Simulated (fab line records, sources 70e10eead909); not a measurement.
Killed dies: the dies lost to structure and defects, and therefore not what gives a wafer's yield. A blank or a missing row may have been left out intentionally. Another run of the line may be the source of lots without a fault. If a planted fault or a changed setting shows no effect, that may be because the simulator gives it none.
What tool caused it? -- flow nand harc -- 42 wafers from 14 lots sampled at 5 of the route's 1159 steps

== WHAT THE GAUGES SHOWED, per wafer ==
NHARC_A_BONDPAD_CD_MEAS_13.
lot,measured,on,cd nm (nm)
L355,day 18 02:23,cd sem-02,502.2 500.7 503.4
L354,day 18 09:08,cd sem-02,500.8 500.3 500.7
L358,day 18 06:55,cd sem-01,500.4 502.4 495.5
L357,day 18 08:24,cd sem-02,502.5 501.2 501.7
L359,day 18 11:31,cd sem-03,498.7 495.4 497.5
L360,day 19 02:22,cd sem-01,501.1 499.7 501.2
L361,day 19 07:09,cd sem-03,503.0 502.6 501.9
L362,day 19 23:20,cd sem-03,500.3 497.7 495.9
L365,day 20 10:06,cd sem-03,502.3 503.2 501.0
L366,day 21 03:17,cd sem-03,497.3 499.1 499.0
L371,day 22 09:01,cd sem-02,498.4 499.1 499.5
L373,day 22 14:27,cd sem-02,500.6 496.2 501.7
L375,day 23 14:05,cd sem-03,495.1 496.4 497.8
L377,day 24 07:44,cd sem-03,503.8 499.8 505.5

NHARC_THIN_TSV_CD_MEAS_16.
lot,measured,on,cd nm (nm)
L355,day 18 22:31,cd sem-03,1001.2 1001.7 999.0
L354,day 19 02:17,cd sem-02,1000.3 1001.9 1002.4
L358,day 18 23:44,cd sem-03,999.1 1000.2 999.9
L357,day 19 01:04,cd sem-03,1000.1 1001.3 999.0
L359,day 19 03:28,cd sem-02,1000.3 1001.4 1001.5
L360,day 19 21:49,cd sem-02,1001.1 1001.7 1002.1
L361,day 19 20:43,cd sem-02,999.5 999.9 1002.4
L362,day 20 18:18,cd sem-02,998.6 999.2 998.2
L365,day 21 04:10,cd sem-01,1000.2 996.9 999.2
L366,day 21 18:56,cd sem-03,998.2 998.5 999.4
L371,day 23 01:00,cd sem-03,1000.9 1001.4 1000.1
L373,day 23 06:00,cd sem-02,1002.6 1000.6 1000.2
L375,day 24 06:39,cd sem-01,1002.7 1000.8 999.1
L377,day 24 23:29,cd sem-02,1001.7 1001.2 999.7

NHARC_END_SORT_01.
lot,measured,on,killed at array,killed at other,killed at periphery,killed dies,killed open,killed short
L371,day 23 15:24,prober-02,66 57 71,0 0 1,4 1 2,70 58 74,4 3 4,3 2 1
L373,day 23 23:07,prober-02,82 86 85,1 0 2,2 1 4,85 87 91,4 4 6,3 4 0

== TOOL THAT RAN EACH LOT (tool first, then ch and the chambers of the sampled wafers, then the start) ==
lot,NHARC_A_ONON_D1_DEP_22,NHARC_THIN_TSV_ETCH_36
L355,"pecvd onon-03 ch 0, day 8 14:31","rie metal-02 ch 0,1, day 19 04:44"
L354,"pecvd onon-02 ch 0, day 8 14:39","rie metal-02 ch 0,1, day 19 08:32"
L358,"pecvd onon-01 ch 0, day 8 14:50","rie metal-01 ch 0,1, day 19 05:40"
L357,"pecvd onon-03 ch 0, day 8 14:56","rie metal-03 ch 0,1, day 19 07:33"
L359,"pecvd onon-01 ch 0, day 9 02:15","rie metal-01 ch 0,1, day 19 09:36"
L360,"pecvd onon-02 ch 0, day 9 10:31","rie metal-02 ch 0,1, day 20 03:23"
L361,"pecvd onon-01 ch 0, day 9 16:22","rie metal-01 ch 0,1, day 20 03:17"
L362,"pecvd onon-03 ch 0, day 10 01:32","rie metal-03 ch 0,1, day 20 23:49"
L365,"pecvd onon-03 ch 0, day 10 22:32","rie metal-02 ch 0,1, day 21 10:07"
L366,"pecvd onon-03 ch 0, day 11 08:25","rie metal-02 ch 0,1, day 22 01:16"
L371,"pecvd onon-01 ch 0, day 11 23:57","rie metal-03 ch 0,1, day 23 06:23"
L373,"pecvd onon-01 ch 0, day 12 16:48","rie metal-01 ch 0,1, day 23 11:26"
L375,"pecvd onon-02 ch 0, day 13 02:32","rie metal-01 ch 0,1, day 24 12:02"
L377,"pecvd onon-02 ch 0, day 14 02:35","rie metal-01 ch 0,1, day 25 05:04"
- NHARC_A_ONON_D1_DEP_22: target thk 1000 nm.
- NHARC_THIN_TSV_ETCH_36: etches the open film in Cl2/BCl3, target depth 65 nm, time 18.571 s.

== WHAT THE TOOLS THEMSELVES READ (means of the sampled wafers that have a number; where no wafer has one, the mark that the record gives instead) ==
NHARC_A_ONON_D1_DEP_22.
lot,tool,n2o flow sccm (sccm),nh3 flow sccm (sccm)
L355,pecvd onon-03,1999,500.1
L354,pecvd onon-02,1998,499.7
L358,pecvd onon-01,2002,500.9
L357,pecvd onon-03,1998,499.5
L359,pecvd onon-01,2002,500.4
L360,pecvd onon-02,1998,498.6
L361,pecvd onon-01,2005,498.4
L362,pecvd onon-03,2004,500.6
L365,pecvd onon-03,1998,500.1
L366,pecvd onon-03,2007,499.1
L371,pecvd onon-01,1998,500.5
L373,pecvd onon-01,2001,501.5
L375,pecvd onon-02,1997,501.7
L377,pecvd onon-02,2000,500.4

NHARC_THIN_TSV_ETCH_36.
lot,tool,drypump motor current A (A),oes product au (a.u.)
L355,rie metal-02,5.5,0.998
L354,rie metal-02,5.4,0.999
L358,rie metal-01,6.1,0.986
L357,rie metal-03,5.5,0.994
L359,rie metal-01,6.1,0.995
L360,rie metal-02,5.5,0.999
L361,rie metal-01,6.0,0.991
L362,rie metal-03,5.3,0.995
L365,rie metal-02,5.5,0.994
L366,rie metal-02,5.5,0.992
L371,rie metal-03,5.5,0.994
L373,rie metal-01,6.0,1.003
L375,rie metal-01,6.0,1.002
L377,rie metal-01,6.1,0.997

== THE ANSWER, worked out from the rows above alone ==
Rule: the lots themselves supply what counts as usual. The widest of any qualifying gaps counts: lots, ordered by their means at a reading, are off when they make up no more than a third of the lots, leave a main group of 4 or more, and stand apart from it by 3 or more times the standard deviation of that group's means. A main group is skipped when, at the precision printed for the reading in the tables above, its means are all equal. A lot without any number at a reading at which 4 lots or more have one is off too. All remaining lots with rows at the step are treated as sound. The gauges are gone through in route order, then the tools' own readings, and for those a lot's mean is taken as printed above. The first step at which some lot is off is used, and at that step the reading that is off furthest; a lot without a number counts as furthest.
No lot is off on any of the readings shown, so nothing can be concluded from this.

== WHAT THE SIMULATOR HAD INSERTED ==
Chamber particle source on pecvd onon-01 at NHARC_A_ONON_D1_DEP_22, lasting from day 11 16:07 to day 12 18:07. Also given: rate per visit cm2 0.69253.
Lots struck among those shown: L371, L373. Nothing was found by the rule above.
